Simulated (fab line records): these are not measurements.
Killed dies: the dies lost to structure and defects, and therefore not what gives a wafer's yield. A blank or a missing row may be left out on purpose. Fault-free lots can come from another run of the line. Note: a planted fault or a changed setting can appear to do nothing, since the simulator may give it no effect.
A struck lot beside a sound one | flow nandHarc | 15 steps out of a route of 1302
Sound: wafers L356.1, L356.2, L356.3. Wafers struck: L354.1, L354.3, L354.6. The cause comes at the end.
Each step with rows lists, per side, the tool, then ch with its chambers, then its first start. Under that, the readings that differ: sound wafers | struck wafers | difference of the means | sigmas: that difference in standard deviations of wafers without a fault.
alike: same words and numbers on both sides, and readings whose means sit less than 2 such deviations apart. not compared: any withheld reading, any reading some wafer has no value for, any bound like >300 that may hide the same value, and any number with overlapping values for which the record gives no deviation.
The two part at a step that has a row with sigmas, a row that says differs or no value, or rows on one side only. Non-overlapping numbers with no deviation appear without sigmas and do not part them. Lack of a reading on every wafer of one side parts them only where that side has two or more wafers.

first, 3 steps without rows for these wafers: NHARC_P_GATE_EXPOSE_08 (exposes mask P HV); NHARC_P_GATE_PEB_09 (peb time 85 s); NHARC_P_GATE_DEVELOP_10 (time 70 s).
NHARC_P_GATE_CD_MEAS_11: the cd target is 1640 nm.
  sound on cdSem-03 ch 0, day 9 00:29; struck on cdSem-01 ch 0, day 8 05:08
  alike: cdNm
then, 1 step without rows for these wafers: NHARC_P_GATE_HARDBAKE_12 (time 80 s).
NHARC_P_GATE_DESCUM_13: chemistry O2, time 3 s.
  sound on rieDiel-10 ch 1,2,3, day 9 00:44; struck on rieDiel-05 ch 0,2,3, day 8 05:18
  alike: drypumpMotorCurrentA, oesProductAu, rfVppV, showerheadPlenumPTorr, throttleValvePct
  not compared: rfHoursCounterH
then, 6 steps without rows for these wafers: NHARC_P_GATE_ETCH_14 (etches SiO2 in dHF, target depth 48.8 nm); NHARC_P_GATE_STRIP_15 (strips in SPM, time 780 s); NHARC_P_GATE_PRECLEAN_71 (cleans in SC1); NHARC_P_GATE_SRD_72; NHARC_P_GATE_OXIDE_16 (material SiO2, target thk 3 nm, ox time 392 s); NHARC_P_GATE_CVD_17 (deposits poly-Si, target thk 150 nm, time 900 s).
NHARC_P_GATE_HM_DEP_102: deposits aC, target thk 120 nm.
  sound on aclDep-02 ch 0, day 9 15:37; struck on aclDep-03 ch 0, day 8 21:40
  alike: throttleValvePct
NHARC_P_GATE_DEP_103: deposits SiON, target thk 30 nm.
  sound on pecvd-03 ch 0,1,2, day 9 16:17; struck on pecvd-04 ch 0,1,2, day 8 22:21
  alike: heaterPowerW
-- break in the record here, with 19 days between the starts of the struck wafers on either side (left off in module P_GATE, picked up again in module END, where the first step shown is number 1302 on the route) --
NHARC_END_SORT_01:
  sound on prober-01 ch 0, day 29 00:26; struck on prober-01 ch 0, day 28 06:19
  alike: killedAtArray, killedAtOther, killedAtPeriphery, killedDies, killedOpen, killedShort

== WHERE THEY PART ==
Nowhere in this record.

WHY: whatever the simulator had introduced
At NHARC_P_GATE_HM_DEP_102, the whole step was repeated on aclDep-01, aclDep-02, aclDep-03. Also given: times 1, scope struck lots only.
